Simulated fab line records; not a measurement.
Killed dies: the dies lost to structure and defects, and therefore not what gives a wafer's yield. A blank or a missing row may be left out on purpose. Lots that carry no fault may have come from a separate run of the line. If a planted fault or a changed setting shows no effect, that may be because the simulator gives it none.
Chamber matching | flow n5Finfet | N5_STI_FIN_REVEAL_ALD_00 on aldSin-02 has 4 sister chambers
The step deposits SiO2, target thk 1 nm, pulse time 1 s. 8 wafers are shown with their chamber, then 9 later ones without.

## WAFERS WITH THEIR CHAMBER
wafer  | chamber | heaterPowerW (W) | precursorPulseHeightRel
L080.5 | 3       | 416              | 0.971
L085.3 | 1       | 490              | 0.999
L086.3 | 3       | 424              | 1.029
L086.4 | 0       | 457              | 1.006
L086.6 | 0       | 456              | 0.986
L087.1 | 1       | 494              | 0.990
L087.4 | 2       | 493              | 0.978
L087.6 | 2       | 501              | 0.961

## WAFERS WITHOUT THEIR CHAMBER
wafer  | heaterPowerW (W) | precursorPulseHeightRel
L088.1 | 462              | 0.981
L088.4 | 436              | 0.991
L088.5 | 499              | 1.021
L095.1 | 454              | 0.974
L095.3 | 499              | 0.988
L095.6 | 465              | 1.027
L097.1 | 502              | 0.982
L097.2 | 465              | 1.001
L097.3 | 431              | 0.996

## WHICH CHAMBER EACH ONE RAN IN
wafer  | from the rows above     | in truth
L088.1 | 0                       | 0
L088.4 | can't be placed: 3 or 0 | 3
L088.5 | can't be placed: 1 or 2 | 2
L095.1 | 0                       | 0
L095.3 | can't be placed: 2 or 1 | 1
L095.6 | 0                       | 0
L097.1 | can't be placed: 2 or 1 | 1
L097.2 | 0                       | 0
L097.3 | 3                       | 3
5 of 9 placed correctly. Cannot be placed on the basis of these rows: 4; the candidates contain the true chamber in 4. Wrongly placed: 0.
How it was worked out, from the rows above alone: a wafer's distance from a chamber is the root of the sum, over the readings, of the square of ((its reading less the chamber's mean) divided by the reading's scatter). The wafer belongs to the nearest chamber; if the next one is less than 2 further off, it can't be placed. For every chamber, the mean is computed from those of its wafers that are shown. How the scatter is found: for the shown wafers, subtract from each reading the mean of its chamber, square and add these, divide the total by (wafers less chambers), then take the root.
